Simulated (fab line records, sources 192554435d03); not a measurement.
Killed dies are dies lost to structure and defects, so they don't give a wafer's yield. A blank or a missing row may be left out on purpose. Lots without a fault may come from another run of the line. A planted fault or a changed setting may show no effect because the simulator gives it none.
Split-lot experiment | flow n5_finfet | 7 lots, 39 wafers read, on a route of 1938 steps

THE SPLIT
At N5_DUMMY_GATE_HM_DEP_06 (deposits SiNx from DCS/NH3, target thk 80 nm, time 5141 s), the setting time_s was moved away from the recipe's 5141 s on 30 of the 39 wafers read, by -14.9% to +14.3%. The other wafers ran this setting at the recipe's value.

The reading is taken at the split's own step.

THE READING
SiNx_of_DUMMY_GATE_HM_DEP_06.thk_nm (the simulator's own value, which no gauge read), in nm, at N5_DUMMY_GATE_HM_DEP_06 (deposits SiNx from DCS/NH3, target thk 80 nm, time 5141 s). The file gives no usual value for it. The 9 wafers here that ran the recipe average 80.2 nm, standard deviation 0.51 nm.

wafer  | tool, chamber at the split | time_s as run, s | against the recipe | SiNx_of_DUMMY_GATE_HM_DEP_06.thk_nm, nm | against lot-mates on the recipe
L079.1 | -, -                       | 4374             | -14.9%             | 67.2                                    | no lot-mate on the recipe
L079.2 | -, -                       | 4374             | -14.9%             | 68                                      | no lot-mate on the recipe
L079.3 | -, -                       | 4374             | -14.9%             | 68                                      | no lot-mate on the recipe
L079.4 | -, -                       | 4374             | -14.9%             | 67.8                                    | no lot-mate on the recipe
L079.5 | -, -                       | 4374             | -14.9%             | 68.4                                    | no lot-mate on the recipe
L079.6 | -, -                       | 4374             | -14.9%             | 68.6                                    | no lot-mate on the recipe
L085.1 | lpcvd-01, 0/40,0/54        | 5141             | recipe             | 79.6                                    | -
L085.4 | lpcvd-01, 0/40,0/54        | 5141             | recipe             | 79.6                                    | -
L085.6 | lpcvd-01, 0/64             | 5141             | recipe             | 80                                      | -
L090.1 | -, -                       | 4577             | -11.0%             | 70.4                                    | no lot-mate on the recipe
L090.2 | -, -                       | 4577             | -11.0%             | 70.4                                    | no lot-mate on the recipe
L090.3 | -, -                       | 4577             | -11.0%             | 70.4                                    | no lot-mate on the recipe
L090.4 | -, -                       | 4577             | -11.0%             | 71                                      | no lot-mate on the recipe
L090.5 | -, -                       | 4577             | -11.0%             | 70.2                                    | no lot-mate on the recipe
L090.6 | -, -                       | 4577             | -11.0%             | 70.6                                    | no lot-mate on the recipe
L093.1 | -, -                       | 4695             | -8.7%              | 74.2                                    | no lot-mate on the recipe
L093.2 | -, -                       | 4695             | -8.7%              | 74                                      | no lot-mate on the recipe
L093.3 | -, -                       | 4695             | -8.7%              | 74                                      | no lot-mate on the recipe
L093.4 | -, -                       | 4695             | -8.7%              | 74                                      | no lot-mate on the recipe
L093.5 | -, -                       | 4695             | -8.7%              | 74.4                                    | no lot-mate on the recipe
L093.6 | -, -                       | 4695             | -8.7%              | 75                                      | no lot-mate on the recipe
L094.1 | -, -                       | 5141             | recipe             | 80.4                                    | -
L094.2 | -, -                       | 5141             | recipe             | 80.4                                    | -
L094.3 | -, -                       | 5141             | recipe             | 81.2                                    | -
L094.4 | -, -                       | 5141             | recipe             | 80.6                                    | -
L094.6 | -, -                       | 5141             | recipe             | 80.6                                    | -
L094.5 | -, -                       | 5141             | recipe             | 79.8                                    | -
L096.1 | -, -                       | 4720             | -8.2%              | 73.8                                    | no lot-mate on the recipe
L096.4 | -, -                       | 4720             | -8.2%              | 73.8                                    | no lot-mate on the recipe
L096.6 | -, -                       | 4720             | -8.2%              | 73.8                                    | no lot-mate on the recipe
L096.2 | -, -                       | 4720             | -8.2%              | 73.2                                    | no lot-mate on the recipe
L096.3 | -, -                       | 4720             | -8.2%              | 73.4                                    | no lot-mate on the recipe
L096.5 | -, -                       | 4720             | -8.2%              | 74                                      | no lot-mate on the recipe
L097.1 | -, -                       | 5875             | +14.3%             | 92                                      | no lot-mate on the recipe
L097.5 | -, -                       | 5875             | +14.3%             | 92                                      | no lot-mate on the recipe
L097.2 | -, -                       | 5875             | +14.3%             | 92.6                                    | no lot-mate on the recipe
L097.3 | -, -                       | 5875             | +14.3%             | 91.8                                    | no lot-mate on the recipe
L097.4 | -, -                       | 5875             | +14.3%             | 91.8                                    | no lot-mate on the recipe
L097.6 | -, -                       | 5875             | +14.3%             | 91.6                                    | no lot-mate on the recipe
Where a row lists several chambers, the file gives one row for several wafers and doesn't say which wafer went through which chamber.

THE FIT
A straight line over all 39 wafers: SiNx_of_DUMMY_GATE_HM_DEP_06.thk_nm changes by +0.82 nm for each +1% of time_s; r = +1.00; the points scatter about the line by 0.67 nm.
Too few moved wafers have a lot-mate on the recipe to fit a line with each lot's own level taken away.

THE FILE'S OWN FIT
SiNx_of_DUMMY_GATE_HM_DEP_06.thk_nm changes by +0.82 nm for each +1% of time_s, r = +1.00.
